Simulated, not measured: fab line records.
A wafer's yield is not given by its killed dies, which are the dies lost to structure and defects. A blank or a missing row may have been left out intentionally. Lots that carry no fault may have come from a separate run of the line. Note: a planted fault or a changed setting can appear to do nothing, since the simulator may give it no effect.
Matching of chambers || flow n5_finfet || rie_diel-03 running N5_DUMMY_GATE_STRIP_41: 4 sister chambers
The step strips in O2. 4 wafers are shown with their chamber, then 7 later ones without.

EACH WAFER AND ITS CHAMBER
{"wafer": "L090.2", "chamber": 3, "drypump_motor_current_A (A)": 5.3}
{"wafer": "L090.4", "chamber": 1, "drypump_motor_current_A (A)": 6.1}
{"wafer": "L092.2", "chamber": 0, "drypump_motor_current_A (A)": 5.5}
{"wafer": "L092.3", "chamber": 2, "drypump_motor_current_A (A)": 5.0}

WAFERS MISSING THEIR CHAMBER
{"wafer": "L092.4", "drypump_motor_current_A (A)": 5.4}
{"wafer": "L094.1", "drypump_motor_current_A (A)": 5.0}
{"wafer": "L094.2", "drypump_motor_current_A (A)": 5.3}
{"wafer": "L094.6", "drypump_motor_current_A (A)": 5.0}
{"wafer": "L096.1", "drypump_motor_current_A (A)": 5.5}
{"wafer": "L096.3", "drypump_motor_current_A (A)": 5.0}
{"wafer": "L096.6", "drypump_motor_current_A (A)": 5.4}

WHICH CHAMBER EACH WENT THROUGH
{"wafer": "L092.4", "from the rows above": "can't be placed: 0 or 3", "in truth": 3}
{"wafer": "L094.1", "from the rows above": 2, "in truth": 2}
{"wafer": "L094.2", "from the rows above": 3, "in truth": 3}
{"wafer": "L094.6", "from the rows above": 2, "in truth": 2}
{"wafer": "L096.1", "from the rows above": 0, "in truth": 0}
{"wafer": "L096.3", "from the rows above": 2, "in truth": 2}
{"wafer": "L096.6", "from the rows above": "can't be placed: 0 or 3", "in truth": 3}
5 of 7 placed correctly. From these rows, 2 cannot be placed; in 2 the true chamber is one of the candidates. Placed wrongly: 0.
How it was worked out, from the rows above alone: a wafer's distance from a chamber is the root of the sum, over the readings, of the square of ((its reading less the chamber's mean) divided by the reading's scatter). The wafer belongs to the nearest chamber; if the next one is less than 2 further off, it can't be placed. A chamber's mean is the mean of its shown wafers. The scatter (one wafer shown for each chamber): square how far every hidden wafer sits from the nearest shown wafer, average those squares and take the square root.
